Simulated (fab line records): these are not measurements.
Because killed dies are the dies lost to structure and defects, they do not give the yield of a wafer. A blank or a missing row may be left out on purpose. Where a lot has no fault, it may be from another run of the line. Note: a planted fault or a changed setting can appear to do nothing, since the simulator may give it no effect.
fab line records ; flow n5_finfet
[record] lots = 5; wafers = 14; last_day = 21
route steps=1938 shown BEOL_M1@788 BEOL_M4@1111
lots with no fault: from the same line, run without faults
start_h: start of the lot's first displayed wafer, in hours after the record's first day ; wait_h: time in hours since the lot's previous step ; " identical to the entry in the row above ; L1.1+2: several wafers, shown together as one row ; - value missing, or start not given ; * or withheld: withheld ; < > ~ a bound
route shown NAME@n: a module of which the file shows steps, and the number in the route of the first ; usual: the fault-free wafers' mean and standard deviation ; same: alike in all rows ; chamber/n: place in a boat ; sites: per-site readings ; _std_site: their standard deviation ; _edge_site: inner sites' mean taken away from outer sites' mean ; radius_mm: how far each site lies from the wafer's centre ; mask NAME#n: copy n ; behind: tool/chamber where the wafer was last shaped ; hold: what put the lot on hold/how long, in hours/how the hold closed ; device: the transistor (n, p or np) that didn't switch ; end of line: at the end of the route, the tests of the same wafers ; a step given without rows: its recipe and nothing more ; killed: not the wafer's yield, but the dies lost to structure and defects at the first sort ; map: a wafer's dies, marking killed ones x, the rest . and places with no die _
set.NAME: setting as actually run; set.NAME@STEP: the setting as run at that earlier step ; model.NAME: the simulator's own value behind a step, which no gauge read
lots at some steps of the route; a table a step, a row a wafer
services: from which hour (start_h, from the record's first day; less than 0 if before it) a tool's chamber was out of use, for how many hours, and why
[[steps]]
[step N5_BEOL_M1_INSPECT_30]
[recipe] mode = adi; inspect_instrument = brightfield
[usual] raw_defect_count = 382/85
lot.wafer;tool;chamber;start_h;wait_h;raw_defect_count
L147.1;defect_inspect-02;-;133.64;0.1;448
L147.3;defect_inspect-02;-;133.64;0.1;312
L147.6;defect_inspect-02;-;133.64;0.1;283
L149.2;defect_inspect-02;-;138.01;0.0;298
L149.3;defect_inspect-02;-;138.01;0.0;276
L149.5;defect_inspect-02;-;138.01;0.0;473
L152.1;defect_inspect-02;-;160.26;0.1;390
L152.2;defect_inspect-02;-;160.26;0.1;235
L152.6;defect_inspect-02;-;160.26;0.1;325
L158.1;defect_inspect-02;-;197.85;0.1;420
L158.2;defect_inspect-02;-;197.85;0.1;423
L158.4;defect_inspect-02;-;197.85;0.1;367
L168.2;defect_inspect-01;-;257.42;0.0;410
L168.5;defect_inspect-01;-;257.42;0.0;376
[step N5_BEOL_M1_DESCUM_33]
[recipe] chemistry = O2; time_s = 7; source_power_w = 50; bias_power_w = 20; pressure_mtorr = 20; rf_frequency_hz = 2.712e+07; temp_c = 40; resist = CAR-EUV; o2_flow_sccm = 225
[step N5_BEOL_M1_ETCH_77]
[recipe] chemistry = N2/H2; target = underlayer; target_depth_a = 65; mask_material = CAR-EUV; time_s = 5.2; ion_energy_ev = 200; pressure_mtorr = 30; source_w = 840; bias_w = 150; n2_flow_sccm = 200; h2_flow_sccm = 200; ends = cleared
[step N5_BEOL_M1_ETCH_69]
[recipe] chemistry = CF4; target = SiARC; target_depth_a = 156; mask_material = CAR-EUV; time_s = 26; ion_energy_ev = 80; pressure_mtorr = 40; source_w = 545; bias_w = 36; Ar_flow_sccm = 100; cf4_flow_sccm = 100; ends = cleared
[step N5_BEOL_M1_ALD_98]
[recipe] material = SiO2; target_thk_a = 25; temp_c = 100; ald_precursor_family = BDEAS; ald_co_reactant = O2-plasma; pulse_time_s = 1; co_reactant_pulse_time_s = 1; purge_time_s = 2; co_reactant_purge_time_s = 2; ald_cycles = 17; pressure_torr = 2
[step N5_BEOL_M1_ETCHBACK_99]
[recipe] chemistry = CHF3; target = SiO2; target_depth_a = 50; time_s = 10.4; source_w = 215; bias_w = 47; Ar_flow_sccm = 200; CHF3_flow_sccm = 12; ion_energy_ev = 100; pressure_mtorr = 30
[usual] drypump_motor_current_A = 5.8/0.35; oes_ar_750_au = 0.83/0.084; oes_product_au = 0.83/0.087; rf_vpp_V = 239.1/2.9; showerhead_plenum_p_Torr = 2.15/0.068; throttle_valve_pct = 17.04/0.15
lot.wafer;tool;chamber;start_h;wait_h;drypump_motor_current_A;oes_ar_750_au;oes_product_au;rf_hours_counter_h;rf_vpp_V;showerhead_plenum_p_Torr;throttle_valve_pct
L147.1;rie_diel-01;2;135.80;1.9;5.7;0.82;0.83;60;241.3;2.18;17.22
L147.3;rie_diel-01;3;135.80;1.9;6.1;0.95;0.95;13;235.8;2.20;16.81
L147.6;rie_diel-01;3;135.80;1.9;6.0;0.94;0.95;-;237.3;2.20;16.81
L149.2;rie_diel-06;1;158.08;19.8;6.2;0.98;0.99;3;235.6;2.12;17.03
L149.3;rie_diel-06;2;158.08;19.8;5.5;0.81;0.81;99;240.1;2.18;17.00
L149.5;rie_diel-06;1;158.08;19.8;6.3;0.99;0.98;-;235.7;2.12;17.05
L152.1;rie_diel-01;3;177.78;16.9;6.0;0.91;0.91;27;237.0;2.19;16.84
L152.2;rie_diel-01;2;177.78;16.9;5.7;0.81;0.82;70;244.5;2.18;17.21
L152.6;rie_diel-01;3;177.78;16.9;6.0;0.91;0.91;-;236.1;2.19;16.83
L158.1;rie_diel-03;2;198.65;0.4;5.9;0.84;0.84;58;238.5;2.19;17.00
L158.2;rie_diel-03;0;198.65;0.4;6.0;0.86;0.86;45;242.2;2.11;17.17
L158.4;rie_diel-03;1;198.65;0.4;5.2;0.69;0.68;227;244.8;2.21;16.95
L168.2;rie_diel-01;2;268.09;10.4;5.7;0.79;0.79;94;242.7;2.17;17.27
L168.5;rie_diel-01;2;268.09;10.4;5.7;0.79;0.79;-;243.5;2.17;17.27
[step N5_BEOL_M1_ETCH_70]
[recipe] chemistry = N2/H2; target = SOC; target_depth_a = 800; overetch_a = 160; mask_material = SiARC; temp_c = 40; time_s = 120; ion_energy_ev = 200; pressure_mtorr = 30; source_w = 840; bias_w = 150; n2_flow_sccm = 200; h2_flow_sccm = 200
[step N5_BEOL_M1_STRIP_71]
[recipe] chemistry = N2/H2; temp_c = 40; n2_flow_sccm = 200; h2_flow_sccm = 200; rf_frequency_hz = 6e+07
[step N5_BEOL_M1_STRIP_78]
[recipe] chemistry = N2/H2; temp_c = 40; n2_flow_sccm = 200; h2_flow_sccm = 200; rf_frequency_hz = 6e+07
[step N5_BEOL_M1_VIA_ETCH_34]
[recipe] chemistry = C4F6/O2; target_depth_a = 678; mask_material = SOC; pressure_mtorr = 15; ion_energy_ev = 250; taper_deg = 4; time_s = 64.4; source_w = 350; bias_w = 170; Ar_flow_sccm = 300; C4F6_flow_sccm = 10; O2_flow_sccm = 10
[step N5_BEOL_M1_STRIP_83]
[recipe] chemistry = C4F6/O2; resist = SiARC; rf_frequency_hz = 6e+07
[step N5_BEOL_M1_STRIP_36]
[recipe] chemistry = N2/H2; power_w = 450; temp_c = 40; pressure_mtorr = 20; rf_frequency_hz = 6e+07; overash_fraction = 0.3; bias_power_w = 7; h2_frac = 0.5; n2_flow_sccm = 200; h2_flow_sccm = 200
[step N5_BEOL_M1_TRENCH_ETCH_37]
[recipe] chemistry = C4F6/O2; target_depth_a = 552.07; target = SiOC; time_s = 29; ion_energy_ev = 250; pressure_mtorr = 30; source_w = 355; bias_w = 185; Ar_flow_sccm = 300; C4F6_flow_sccm = 10; O2_flow_sccm = 10
[usual] drypump_motor_current_A = 5.8/0.35; oes_ar_750_au = 0.83/0.084; oes_product_au = 0.83/0.087; rf_vpp_V = 661/7.7; showerhead_plenum_p_Torr = 2.84/0.086; throttle_valve_pct = 20.84/0.15
lot.wafer;tool;chamber;start_h;wait_h;drypump_motor_current_A;oes_ar_750_au;oes_product_au;rf_hours_counter_h;rf_vpp_V;showerhead_plenum_p_Torr;throttle_valve_pct;model.etch.depth_nm;model.BEOL_M1.feature_depth_nm;model.TiN_of_BEOL_M1_HM_DEP_02.thk_nm
L147.1;rie_diel-01;2;136.03;-;5.7;0.83;0.84;60;673;2.88;21.03;55.26;55.2;17.8
L147.3;rie_diel-01;3;136.03;-;6.0;0.94;0.95;13;653;2.90;20.63;56.06;56;17.8
L147.6;rie_diel-01;3;136.03;-;6.1;0.95;0.94;-;653;2.90;20.62;56.41;56.4;17.8
L149.2;rie_diel-06;1;158.32;-;6.3;0.98;0.98;3;650;2.81;20.89;55.5;55.6;17.2
L149.3;rie_diel-06;2;158.32;-;5.5;0.82;0.81;99;663;2.88;20.81;55.4;55.4;17.2
L149.5;rie_diel-06;1;158.32;-;6.3;0.98;0.98;-;651;2.81;20.89;55.61;55.6;17.2
L152.1;rie_diel-01;3;178.02;-;6.0;0.91;0.91;27;654;2.90;20.66;56.07;56;17.4
L152.2;rie_diel-01;2;178.02;-;5.7;0.82;0.82;70;671;2.88;21.04;55.35;55.4;17.8
L152.6;rie_diel-01;3;178.02;-;6.1;0.92;0.91;-;652;2.90;20.65;56.12;56.2;17.6
L158.1;rie_diel-03;2;198.88;-;5.9;0.84;0.84;58;657;2.89;20.83;55.74;55.8;17.6
L158.2;rie_diel-03;0;198.88;-;6.0;0.86;0.87;45;672;2.79;21.02;55.14;55.2;17.6
L158.4;rie_diel-03;1;198.88;-;5.2;0.69;0.70;227;676;2.92;20.67;54.84;54.8;17.4
L168.2;rie_diel-01;2;268.32;-;5.7;0.79;0.56;95;671;2.87;21.03;29.17;29.2;19
L168.5;rie_diel-01;2;268.32;-;5.7;0.78;0.78;-;670;2.87;21.09;54.68;54.6;18
[step N5_BEOL_M1_ETCH_41]
[recipe] chemistry = CH3F/O2; target = SiCN; target_depth_a = 319; taper_deg = 2; time_s = 57.8; ion_energy_ev = 120; mask_material = TiN; pressure_mtorr = 30; source_w = 395; bias_w = 75; Ar_flow_sccm = 150; CH3F_flow_sccm = 30; O2_flow_sccm = 20
[step N5_BEOL_M1_STRIP_97]
[recipe] chemistry = N2/H2; time_s = 10; power_w = 450; temp_c = 40; pressure_mtorr = 20; rf_frequency_hz = 6e+07; bias_power_w = 7; n2_flow_sccm = 200; h2_flow_sccm = 200
[usual] drypump_motor_current_A = 5.8/0.35; h2_flow_sccm = 200.0/0.52; oes_product_au = 0.83/0.087; rf_vpp_V = 59.1/0.92; showerhead_plenum_p_Torr = 2.53/0.083; throttle_valve_pct = 23.65/0.22
lot.wafer;tool;chamber;start_h;wait_h;drypump_motor_current_A;h2_flow_sccm;oes_product_au;rf_hours_counter_h;rf_vpp_V;showerhead_plenum_p_Torr;throttle_valve_pct
L147.1;rie_diel-01;2;-;-;5.7;199.7;0.84;60;60.2;2.58;23.90
L147.3;rie_diel-01;3;-;-;6.1;200.0;0.94;13;59.9;2.60;23.47
L147.6;rie_diel-01;3;-;-;6.1;199.5;0.94;-;59.0;2.60;23.49
L149.2;rie_diel-06;1;-;-;6.2;199.5;0.98;3;59.0;2.50;23.63
L149.3;rie_diel-06;2;-;-;5.5;199.1;0.81;99;59.5;2.57;23.38
L149.5;rie_diel-06;1;-;-;6.3;199.8;0.97;-;58.2;2.50;23.64
L152.1;rie_diel-01;3;-;-;6.1;199.6;0.91;27;60.2;2.60;23.49
L152.2;rie_diel-01;2;-;-;5.7;200.5;0.82;71;60.3;2.57;23.92
L152.6;rie_diel-01;3;-;-;6.1;199.6;0.91;-;60.8;2.60;23.49
L158.1;rie_diel-03;2;-;-;5.9;199.8;0.84;58;60.1;2.58;23.69
L158.2;rie_diel-03;0;-;-;6.0;200.0;0.87;45;59.0;2.48;23.72
L158.4;rie_diel-03;1;-;-;5.2;200.3;0.69;227;59.5;2.61;23.49
L168.2;rie_diel-01;2;-;-;5.7;200.2;0.81;95;59.8;2.56;23.96
L168.5;rie_diel-01;2;-;-;5.7;200.1;0.80;-;59.9;2.56;23.95
[step N5_BEOL_M1_OCD_MEAS_38]
[usual] trench_depth_nm = 55.4/0.77
lot.wafer;tool;chamber;start_h;wait_h;trench_depth_nm
L147.1;ocd-01;-;136.19;-;55.8
L147.3;ocd-01;-;136.19;-;56.2
L147.6;ocd-01;-;136.19;-;56.8
L149.2;ocd-02;-;158.48;-;55.6
L149.3;ocd-02;-;158.48;-;55.6
L149.5;ocd-02;-;158.48;-;55.3
L152.1;ocd-01;-;178.17;-;55.6
L152.2;ocd-01;-;178.17;-;55.7
L152.6;ocd-01;-;178.17;-;55.7
L158.1;ocd-02;-;199.04;-;55.7
L158.2;ocd-02;-;199.04;-;55.4
L158.4;ocd-02;-;199.04;-;54.7
L168.2;ocd-01;-;268.48;-;29.7
L168.5;ocd-01;-;268.48;-;54.8
[step N5_BEOL_M1_HM_STRIP_39]
[recipe] chemistry = peroxide_tin_strip; material = TiN; target_depth_a = 250; temp_c = 50; time_s = 158
[step N5_BEOL_M1_SRD_40]
[recipe] time_s = 30; temp_c = 23; rinse_liquid = diw; dry = ipa_marangoni
[step N5_BEOL_M1_PRECLEAN_42]
[recipe] chemistry = residue_remover; time_s = 60; temp_c = 40
[step N5_BEOL_M1_SRD_43]
[recipe] time_s = 30; temp_c = 23; rinse_liquid = diw; dry = ipa_marangoni
[step N5_BEOL_M1_CD_MEAS_35]
[recipe] target_cd_nm = 18; target_cd_y_nm = 21; polarity = opening
[usual] cd_nm = 18.0/0.31
lot.wafer;tool;chamber;start_h;wait_h;cd_nm
L147.1;cd_sem-01;-;136.36;0.0;17.5
L147.3;cd_sem-01;-;136.36;0.0;17.8
L147.6;cd_sem-01;-;136.36;0.0;18.2
L149.2;cd_sem-02;-;158.64;0.0;18.1
L149.3;cd_sem-02;-;158.64;0.0;18.1
L149.5;cd_sem-02;-;158.64;0.0;17.8
L152.1;cd_sem-01;-;178.33;0.0;17.9
L152.2;cd_sem-01;-;178.33;0.0;18.0
L152.6;cd_sem-01;-;178.33;0.0;18.6
L158.1;cd_sem-03;-;199.19;0.0;18.1
L158.2;cd_sem-03;-;199.19;0.0;17.2
L158.4;cd_sem-03;-;199.19;0.0;17.9
L168.2;cd_sem-02;-;268.63;0.0;18.3
L168.5;cd_sem-02;-;268.63;0.0;17.9
[step N5_BEOL_M1_DEGAS_44]
[recipe] ambient = vacuum; temp_c = 250; time_s = 60
[step N5_BEOL_M1_PRE_CLEAN_45]
[recipe] gas = H2/He; time_s = 30; temp_c = 250
[step N5_BEOL_M1_ALD_84]
[recipe] material = TaN; target_thk_a = *; temp_c = 275; ald_precursor_family = PDMAT; ald_co_reactant = NH3; pressure_torr = 3; carrier_flow_sccm = 1500; pulse_time_s = 2; purge_time_s = 3; co_reactant_purge_time_s = 2; co_reactant_pulse_time_s = 3; ald_cycles = 30; precursor_vessel_temp_c = 75; precursor_vessel_pressure_torr = 26.25; precursor_vessel_carrier_sccm = 1000
[step N5_BEOL_M1_SURFACE_TREAT_85]
[recipe] gas = Ar; time_s = *; ion_energy_ev = *; ion_current_ma_cm2 = 0.5; pressure_mtorr = *; ar_flow_sccm = 30
[step N5_BEOL_M1_CVD_47]
[recipe] material = Co; target_thk_a = 30; temp_c = withheld; precursor = CCTBA/H2; pressure_torr = 30; time_s = 223.8
[step N5_BEOL_M1_SPUTTER_48]
[recipe] material = Cu; target_thk_a = 45; temp_c = -20; chamber_pressure_pa = 0.07; power_w = withheld; time_s = 8.29
[step N5_BEOL_M1_ANNEAL_49]
[recipe] temp_c = 400; time_s = 240; ambient = vacuum
[step N5_BEOL_M1_SPUTTER_79]
[recipe] material = Cu; target_thk_a = 45; temp_c = -20; chamber_pressure_pa = 0.07; power_w = withheld; time_s = 8.29
[step N5_BEOL_M1_ANNEAL_80]
[recipe] temp_c = 400; time_s = 240; ambient = vacuum
[step N5_BEOL_M1_SPUTTER_81]
[recipe] material = Cu; target_thk_a = 45; temp_c = -20; chamber_pressure_pa = 0.07; power_w = withheld; time_s = 8.29
[step N5_BEOL_M1_ANNEAL_82]
[recipe] temp_c = 400; time_s = 240; ambient = vacuum
[step N5_BEOL_M1_SPUTTER_86]
[recipe] material = Cu; target_thk_a = 45; temp_c = -20; chamber_pressure_pa = 0.07; power_w = withheld; time_s = 8.29
[usual] chuck_sensor_temp_C = -16.1/0.65; throttle_valve_pct = 29.4/0.99
lot.wafer;tool;chamber;start_h;wait_h;chuck_sensor_temp_C;throttle_valve_pct
L147.1;pvd_sputter-03;-;137.93;0.1;-15.3;28.1
L147.3;pvd_sputter-03;-;137.93;0.1;-15.8;29.3
L147.6;pvd_sputter-03;-;137.93;0.1;-16.1;28.8
L149.2;pvd_sputter-03;-;160.34;0.1;-16.4;29.3
L149.3;pvd_sputter-03;-;160.34;0.1;-15.8;29.6
L149.5;pvd_sputter-03;-;160.34;0.1;-16.4;29.2
L152.1;pvd_sputter-01;-;180.20;0.1;-15.8;29.4
L152.2;pvd_sputter-01;-;180.20;0.1;-15.2;30.2
L152.6;pvd_sputter-01;-;180.20;0.1;-16.6;31.3
L158.1;pvd_sputter-03;-;201.36;0.1;-15.9;29.2
L158.2;pvd_sputter-03;-;201.36;0.1;-15.9;28.7
L158.4;pvd_sputter-03;-;201.36;0.1;-15.4;27.9
L168.2;pvd_sputter-02;-;269.88;0.1;-18.0;30.7
L168.5;pvd_sputter-02;-;269.88;0.1;-17.8;30.9
[step N5_BEOL_M1_ANNEAL_87]
[recipe] temp_c = 400; time_s = 240; ambient = vacuum
[usual] heater_power_w = 803/74
lot.wafer;tool;chamber;start_h;wait_h;heater_power_w
L147.1;pvd_sputter-03;-;138.01;0.0;709
L147.3;pvd_sputter-03;-;138.01;0.0;798
L147.6;pvd_sputter-03;-;138.01;0.0;912
L149.2;pvd_sputter-03;-;160.42;0.0;895
L149.3;pvd_sputter-03;-;160.42;0.0;788
L149.5;pvd_sputter-03;-;160.42;0.0;887
L152.1;pvd_sputter-01;-;180.28;0.0;836
L152.2;pvd_sputter-01;-;180.28;0.0;723
L152.6;pvd_sputter-01;-;180.28;0.0;700
L158.1;pvd_sputter-03;-;201.44;0.0;813
L158.2;pvd_sputter-03;-;201.44;0.0;903
L158.4;pvd_sputter-03;-;201.44;0.0;694
L168.2;pvd_sputter-02;-;269.96;0.0;938
L168.5;pvd_sputter-02;-;269.96;0.0;934
[step N5_BEOL_M1_SPUTTER_88]
[recipe] material = Cu; target_thk_a = 45; temp_c = -20; chamber_pressure_pa = 0.07; power_w = withheld; time_s = 8.29
[step N5_BEOL_M1_ANNEAL_89]
[recipe] temp_c = 400; time_s = 240; ambient = vacuum
[step N5_BEOL_M1_SPUTTER_90]
[recipe] material = Cu; target_thk_a = 45; temp_c = -20; chamber_pressure_pa = 0.07; power_w = withheld; time_s = 8.29
[step N5_BEOL_M1_ANNEAL_91]
[recipe] temp_c = 400; time_s = 240; ambient = vacuum
[step N5_BEOL_M1_SPUTTER_92]
[recipe] material = Cu; target_thk_a = 45; temp_c = -20; chamber_pressure_pa = 0.07; power_w = withheld; time_s = 8.29
[step N5_BEOL_M1_ANNEAL_93]
[recipe] temp_c = 400; time_s = 240; ambient = vacuum
[step N5_BEOL_M1_SPUTTER_94]
[recipe] material = Cu; target_thk_a = 45; temp_c = -20; chamber_pressure_pa = 0.07; power_w = withheld; time_s = 8.29
[usual] chuck_sensor_temp_C = -16.1/0.64; throttle_valve_pct = 29.4/0.99
lot.wafer;tool;chamber;start_h;wait_h;chuck_sensor_temp_C;throttle_valve_pct
L147.1;pvd_sputter-03;-;138.81;0.1;-15.4;28.2
L147.3;pvd_sputter-03;-;138.81;0.1;-15.7;29.3
L147.6;pvd_sputter-03;-;138.81;0.1;-16.2;28.4
L149.2;pvd_sputter-03;-;161.22;0.1;-16.4;29.4
L149.3;pvd_sputter-03;-;161.22;0.1;-15.9;29.2
L149.5;pvd_sputter-03;-;161.22;0.1;-16.2;29.2
L152.1;pvd_sputter-01;-;181.08;0.1;-16.0;29.4
L152.2;pvd_sputter-01;-;181.08;0.1;-15.3;30.3
L152.6;pvd_sputter-01;-;181.08;0.1;-16.3;31.7
L158.1;pvd_sputter-03;-;202.24;0.1;-15.7;29.5
L158.2;pvd_sputter-03;-;202.24;0.1;-16.1;28.6
L158.4;pvd_sputter-03;-;202.24;0.1;-15.4;28.1
L168.2;pvd_sputter-02;-;270.76;0.1;-18.0;30.8
L168.5;pvd_sputter-02;-;270.76;0.1;-18.0;31.1
[step N5_BEOL_M1_ANNEAL_95]
[recipe] temp_c = 400; time_s = 240; ambient = vacuum
[step N5_BEOL_M4_RC_MEAS_101]
[usual] CHAIN_V0 = 233/9; CHAIN_V0_max_site = 242/10; DIBL_N = 36.3/1.1; DIBL_P = 36.3/1.4; IOFF_N = 0.155/0.019; IOFF_P = 0.211/0.027; ION_N = 672/8.5; ION_P = 462/5.8; SS_N = 71.5/0.56; SS_P = 73.3/0.52; VT_N = 249.9/2.5; VT_P = -249.8/2.8
lot.wafer;tool;chamber;start_h;wait_h;CHAIN_V0[ohm/link];CHAIN_V0_max_site[ohm/link];DIBL_N[mV/V];DIBL_P[mV/V];IOFF_N[nA/um];IOFF_P[nA/um];ION_N[uA/um];ION_P[uA/um];SS_N[mV/dec];SS_P[mV/dec];VT_N[mV];VT_P[mV]
L147.1;prober-01;0;210.04;0.0;237;245;35.1;36.2;0.143;0.197;664;453;71.6;72.3;253.7;-249.6
L147.3;prober-01;0;210.04;0.0;231;240;35.3;36.1;0.152;0.196;681;460;72.1;73.4;248.7;-252.2
L147.6;prober-01;0;210.04;0.0;230;239;38.4;40.2;0.228;0.288;693;467;71.9;74.4;246.0;-245.8
L149.2;prober-01;0;219.99;0.2;235;243;36.1;36.9;0.144;0.220;668;467;71.6;72.2;251.3;-248.3
L149.3;prober-01;0;219.99;0.2;236;242;35.6;37.1;0.138;0.219;668;465;71.4;73.3;252.5;-249.1
L149.5;prober-01;0;219.99;0.2;238;244;37.0;39.1;0.171;0.263;678;469;71.3;73.4;251.1;-247.9
L152.1;prober-01;0;256.89;0.0;218;226;34.6;33.0;0.116;0.163;660;453;70.9;72.6;253.1;-254.6
L152.2;prober-01;0;256.89;0.0;240;250;38.5;37.7;0.177;0.217;671;459;71.1;74.3;247.6;-254.1
L152.6;prober-01;0;256.89;0.0;222;229;36.9;36.7;0.152;0.209;665;456;71.6;73.0;250.0;-247.1
L158.1;prober-01;0;335.47;0.0;217;225;35.5;34.0;0.142;0.183;671;461;70.7;72.5;250.7;-249.9
L158.2;prober-01;0;335.47;0.0;226;230;36.5;35.7;0.165;0.208;672;459;72.0;73.7;248.7;-251.2
L158.4;prober-01;0;335.47;0.0;224;229;35.5;33.9;0.141;0.182;662;455;71.2;73.4;252.6;-252.8
L168.2;prober-01;0;400.96;0.2;268;277;35.8;35.1;0.154;0.208;673;455;72.6;73.7;249.8;-249.9
L168.5;prober-01;0;400.96;0.2;232;242;35.6;34.6;0.155;0.197;673;460;72.1;73.2;248.3;-250.5
// sites CHAIN_V0 radius_mm=0,75,75,75,75,140,140,140,140
L147.1 245 237 241 241 240 224 224 221 222
L149.2 243 242 238 235 238 226 223 229 230
L152.1 226 226 220 215 224 218 215 214 212
L158.1 217 225 217 219 217 207 207 215 211
L168.2 259 269 276 277 268 267 262 271 268
[[services]]
tool;chamber;start_h;hours;kind
pvd_sputter-03;-;118.46;0.5;repair
rie_diel-06;1;123.02;-;clean
rie_diel-06;1;123.02;-;consumable_replace:focus_ring
rie_diel-06;1;123.02;17.3;scheduled_down
rie_diel-06;1;123.02;17.3;vent_cycle
rie_diel-03;0;125.34;6.0;repair
rie_diel-01;0;128.42;-;clean
rie_diel-01;0;128.42;-;consumable_replace:focus_ring
rie_diel-01;0;128.42;12.2;scheduled_down
rie_diel-01;0;128.42;12.2;vent_cycle
pvd_sputter-01;-;138.92;4.7;repair
rie_diel-01;2;154.65;6.9;repair
pvd_sputter-02;-;163.68;5.1;repair
rie_diel-01;0;189.86;5.1;repair
rie_diel-01;2;208.89;1.8;repair
rie_diel-01;-;225.35;2.8;pm
rie_diel-01;1;228.66;-;clean
rie_diel-01;1;228.66;-;consumable_replace:focus_ring
rie_diel-01;1;228.66;-;consumable_replace:showerhead
rie_diel-01;1;228.66;18.6;scheduled_down
rie_diel-01;1;228.66;18.6;vent_cycle
rie_diel-01;2;254.21;11.8;repair
rie_diel-06;3;270.58;2.7;repair
[[key]]
[first_sign] step = N5_BEOL_M1_TRENCH_ETCH_37; reading = oes_product_au; direction = down; sigmas = 3.1; usual = 0.83; struck = 0.56
[effect] step = N5_BEOL_M1_OCD_MEAS_38; reading = trench_depth_nm; direction = down; sigmas = 33; usual = 55.4; struck = 29.7
[effect] step = N5_BEOL_M4_RC_MEAS_101; reading = CHAIN_V0; direction = up; sigmas = 3.9; usual = 233; struck = 268
[effect] step = N5_BEOL_M4_RC_MEAS_101; reading = CHAIN_V0_max_site; direction = up; sigmas = 3.4; usual = 242; struck = 277
[model_effect] step = N5_BEOL_M1_TRENCH_ETCH_37; value = etch.depth_nm; without = 55.21; struck = 29.17
met_at N5_BEOL_M1_TRENCH_ETCH_37
struck_wafers L168.2
onset_between 178.02 268.32
[fault] kind = process_parameter_drift; tool = rie_diel-01; chamber = -; onset_h = 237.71; steps = N5_BEOL_M1_TRENCH_ETCH_37; channel = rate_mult; offset = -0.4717; shape = step; end_h = 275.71; scope = struck_wafers_only
